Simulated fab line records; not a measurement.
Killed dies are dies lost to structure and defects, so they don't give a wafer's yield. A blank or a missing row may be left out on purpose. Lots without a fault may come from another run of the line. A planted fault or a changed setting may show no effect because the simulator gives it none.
Problem report, 8D (eight disciplines) form, completed by code    flow n5Finfet    the parts of the form that need people (team, actions taken, sign-off) are left out

1. THE PROBLEM
At N5_BEOL_M13_CD_MEAS_17, cdNm averages 199.2 nm over 2 wafers from 2 lots, while fault-free wafers read 190.3 nm, standard deviation 1.3. That is +6.9 standard deviations from the usual mean.
The step: target cd 190 nm.
First observed at day 13 23:28: wafer L588.6, on cdSem-03. The record holds 27 wafers of 9 lots with a number at this step. By rule, "out" or "out of limits" means more than 4 standard deviations away from the usual mean. The other wafers with a number count as sound.

2. WHAT THIS IS AND IS NOT
question                     is                 is not
which readings at this step  cdNm               -
which lots                   L586, L588         L576, L590, L592, L594, L595, L596, L598
which wafers of those lots   L586.6, L588.6     L586.1, L586.2, L588.1, L588.5
read on which gauges         cdSem-03           cdSem-01, cdSem-02
when                         from day 13 23:28  up to then (5 sound wafers); but 20 sound wafers of L586, L590, L592, L594, L595, L596, L598 came after

3. SUSPECTS, AND WHAT RULES EACH OUT
Counting: a tool at a process step up to the reading stays a suspect if it ran every lot that is out. Sound lots after the first of them don't rule it out here, since some wafers of a struck lot are sound.
- ruled out: the gauge at N5_BEOL_M13_CD_MEAS_17. All the wafers that are out were read on cdSem-03, but those of them that N5_BEOL_M13_STRIP_63 has rows for are out there too, on other tools.
- rieDiel-03 at N5_BEOL_M13_ETCH_59 (etches BARC in N2/H2, target depth 89 nm, overetch 26.7 nm, time 67.9 s): kept. It ran every lot that is out, first L588 (day 13 22:58); its last sound lot up to then is L576 (day 11 00:52).
The count leaves rieDiel-03 at N5_BEOL_M13_ETCH_59.

4. THE CAUSE (what the simulator had put in)
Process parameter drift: rieDiel-03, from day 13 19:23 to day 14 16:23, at N5_BEOL_M13_ETCH_59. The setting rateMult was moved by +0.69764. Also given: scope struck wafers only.
Only this tool survived the counting.

5. THE EFFECT CHAIN, in route order
Each row: a reading where the mean over the struck wafers with a number is more than 3 standard deviations away from the usual. Only readings whose record carries a usual standard deviation are examined. hours: median over the lots of the time between each lot's start at the first step of this table that gives one and its start at this step. sigmas: the change, counted in usual standard deviations.
hours  step                    reading               usual       on struck wafers  change  sigmas
0      N5_BEOL_M13_STRIP_63    oesProductAu          0.675 a.u.  0.605             -0.071  -14
0      N5_BEOL_M13_STRIP_63    stripTimeToEndpointS  28.0 s      12.8              -15.2   -15
0      N5_BEOL_M13_CD_MEAS_17  cdNm                  190.3 nm    199.2             +8.9    +6.9
Here are the process steps it includes:
- N5_BEOL_M13_STRIP_63: strips in N2/H2.
Later steps that measure or inspect, where all struck wafers having a row at the step show a number for every such reading and not one has moved that far: N5_BEOL_M13_CD_MEAS_28.

6. WHAT WOULD HAVE CAUGHT IT SOONER
In this record the first reading out of limits at a measuring or inspecting step was taken at day 13 23:28, 4 hours after the fault began at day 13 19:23.
Of the tool readings at N5_BEOL_M13_ETCH_59 for which the record gives a usual standard deviation, none was out on any struck wafer, so an alarm limit of 4 standard deviations on them would not have fired.
Lots out: 2; of these, L586 started N5_BEOL_M13_ETCH_59 on rieDiel-03 after day 13 23:28. A tool hold placed at that time would have kept it from harm.
